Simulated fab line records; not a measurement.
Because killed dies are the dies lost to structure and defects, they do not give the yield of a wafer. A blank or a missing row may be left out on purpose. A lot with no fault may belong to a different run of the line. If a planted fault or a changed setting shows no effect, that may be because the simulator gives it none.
Chamber matching ; flow n5_finfet ; 3 sister chambers for N5_BEOL_M14_DEP_53 on pecvd-04
The step deposits SiCN from 3MS/NH3, target thk 50 nm, time 17.8 s. 6 wafers are shown with their chamber, then 9 later ones without.

## EACH WAFER AND ITS CHAMBER
wafer;chamber;showerhead_plenum_p_Torr (Torr);throttle_valve_pct (%)
L083.5;0;4.135;18.4
L088.5;1;4.174;19.0
L088.6;2;4.171;18.5
L090.2;2;4.176;18.5
L090.3;0;4.122;18.3
L090.4;1;4.174;18.7

## WAFERS MISSING THEIR CHAMBER
wafer;showerhead_plenum_p_Torr (Torr);throttle_valve_pct (%)
L093.1;4.188;18.7
L093.2;4.133;18.1
L093.4;4.112;18.2
L092.4;4.175;18.7
L092.5;4.178;18.7
L092.6;4.131;18.1
L094.1;4.174;18.9
L094.2;4.131;18.3
L094.3;4.184;18.7

## EACH ONE'S CHAMBER
wafer;from the rows above;in truth
L093.1;can't be placed: 1 or 2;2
L093.2;0;0
L093.4;0;0
L092.4;can't be placed: 1 or 2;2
L092.5;can't be placed: 1 or 2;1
L092.6;0;0
L094.1;1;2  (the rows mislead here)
L094.2;0;0
L094.3;can't be placed: 1 or 2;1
4 of 9 placed correctly. Cannot be placed on the basis of these rows: 4; the candidates contain the true chamber in 4. 1 placed wrongly.
How it was worked out, from the rows above alone: a wafer's distance from a chamber is the root of the sum, over the readings, of the square of ((its reading less the chamber's mean) divided by the reading's scatter). If the next closest chamber is less than 2 further off than the closest, the wafer can't be placed; otherwise it belongs to the closest. A chamber's mean is the mean of its shown wafers. How the scatter is found: for the shown wafers, subtract from each reading the mean of its chamber, square and add these, divide the total by (wafers less chambers), then take the root.
